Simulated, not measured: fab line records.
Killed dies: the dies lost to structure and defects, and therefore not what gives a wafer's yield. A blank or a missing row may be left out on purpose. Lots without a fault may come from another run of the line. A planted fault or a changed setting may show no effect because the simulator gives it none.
Chamber matching / flow n5Finfet / 4 sister chambers for N5_BEOL_M5_STRIP_36 on rieDiel-04
The step strips in N2/H2. 8 wafers are shown with their chamber, then 9 later ones without.

## EACH WAFER AND ITS CHAMBER
wafer=L077.6; chamber=2; showerheadPlenumPTorr (Torr)=2.51; oesProductAu (a.u.)=0.97
wafer=L080.4; chamber=2; showerheadPlenumPTorr (Torr)=2.51; oesProductAu (a.u.)=0.95
wafer=L080.5; chamber=0; showerheadPlenumPTorr (Torr)=2.51; oesProductAu (a.u.)=0.70
wafer=L086.2; chamber=0; showerheadPlenumPTorr (Torr)=2.50; oesProductAu (a.u.)=0.72
wafer=L086.6; chamber=1; showerheadPlenumPTorr (Torr)=2.65; oesProductAu (a.u.)=0.73
wafer=L087.3; chamber=1; showerheadPlenumPTorr (Torr)=2.64; oesProductAu (a.u.)=0.72
wafer=L087.4; chamber=3; showerheadPlenumPTorr (Torr)=2.40; oesProductAu (a.u.)=0.69
wafer=L087.5; chamber=3; showerheadPlenumPTorr (Torr)=2.40; oesProductAu (a.u.)=0.69

## WAFERS WITH NO CHAMBER GIVEN
wafer=L090.1; showerheadPlenumPTorr (Torr)=2.50; oesProductAu (a.u.)=0.70
wafer=L090.2; showerheadPlenumPTorr (Torr)=2.64; oesProductAu (a.u.)=0.72
wafer=L090.6; showerheadPlenumPTorr (Torr)=2.50; oesProductAu (a.u.)=0.70
wafer=L092.2; showerheadPlenumPTorr (Torr)=2.50; oesProductAu (a.u.)=0.90
wafer=L092.4; showerheadPlenumPTorr (Torr)=2.64; oesProductAu (a.u.)=0.71
wafer=L092.6; showerheadPlenumPTorr (Torr)=2.50; oesProductAu (a.u.)=0.70
wafer=L096.1; showerheadPlenumPTorr (Torr)=2.49; oesProductAu (a.u.)=0.68
wafer=L096.3; showerheadPlenumPTorr (Torr)=2.50; oesProductAu (a.u.)=0.89
wafer=L096.5; showerheadPlenumPTorr (Torr)=2.64; oesProductAu (a.u.)=0.70

## WHICH CHAMBER EACH ONE RAN IN
wafer=L090.1; from the rows above=0; in truth=0
wafer=L090.2; from the rows above=1; in truth=1
wafer=L090.6; from the rows above=0; in truth=0
wafer=L092.2; from the rows above=2; in truth=2
wafer=L092.4; from the rows above=1; in truth=1
wafer=L092.6; from the rows above=0; in truth=0
wafer=L096.1; from the rows above=0; in truth=0
wafer=L096.3; from the rows above=2; in truth=2
wafer=L096.5; from the rows above=1; in truth=1
Correct placement for 9 of the 9. Left unplaced by these rows: 0. Wrongly placed: 0.
How it was worked out, from the rows above alone: a wafer's distance from a chamber is the root of the sum, over the readings, of the square of ((its reading less the chamber's mean) divided by the reading's scatter). If the next closest chamber is less than 2 further off than the closest, the wafer can't be placed; otherwise it belongs to the closest. A chamber's mean is the mean of its shown wafers. The scatter is the square root of a quotient: the sum, over the shown wafers, of each reading's squared deviation from its chamber's mean, divided by wafers minus chambers.
